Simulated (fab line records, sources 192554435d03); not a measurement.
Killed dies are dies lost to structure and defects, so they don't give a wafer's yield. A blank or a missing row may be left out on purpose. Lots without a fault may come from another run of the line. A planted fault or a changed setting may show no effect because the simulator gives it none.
Which tool did it? | flow n5_finfet | 12 lots, 36 wafers sampled, at 1 step of a route of 1938

WHAT THE GAUGES READ, wafer by wafer
N5_BEOL_M2_THK_MEAS_53: measures by xrf.
lot  | measured     | on            | M2_THK (nm)
L075 | day 7 07:29  | film_metro-02 | 39.7 39.0 38.5
L076 | day 7 10:56  | film_metro-02 | 40.3 39.3 38.9
L080 | day 8 07:05  | film_metro-02 | 37.5 39.4 39.0
L081 | day 8 11:53  | film_metro-01 | 39.4 39.4 39.0
L083 | day 9 04:17  | film_metro-01 | 39.4 38.7 39.5
L085 | day 9 15:01  | film_metro-01 | 41.4 40.5 39.6
L087 | day 10 14:01 | film_metro-01 | 40.3 41.5 39.9
L090 | day 10 21:22 | film_metro-01 | 41.3 39.6 41.0
L091 | day 11 03:14 | film_metro-01 | 39.5 39.4 38.9
L093 | day 11 19:39 | film_metro-02 | 39.4 37.8 39.5
L095 | day 12 08:26 | film_metro-02 | 41.0 39.8 40.2
L097 | day 12 19:08 | film_metro-01 | 41.8 41.4 42.0

WHICH TOOL RAN EACH LOT (tool, then ch and the chambers of the sampled wafers, then the start)
The record holds no process step before these readings.

THE ANSWER, worked out from the rows above alone
Rule: what is usual is taken from the lots themselves. Put in order of their means at a reading, lots are off if they are a third of the lots or fewer, leave a main group of 4 or more, and stand apart from it by a gap of 3 or more times the standard deviation of the main group's means; of several such gaps the widest counts. A main group whose means are all the same, to the digits that the tables above print for the reading, isn't used. A lot without any number at a reading at which 4 lots or more have one is off too. The other lots that the step has rows for count as sound.
No lot is off at any reading shown: from this, nothing can be told.

WHAT THE SIMULATOR HAD PUT IN
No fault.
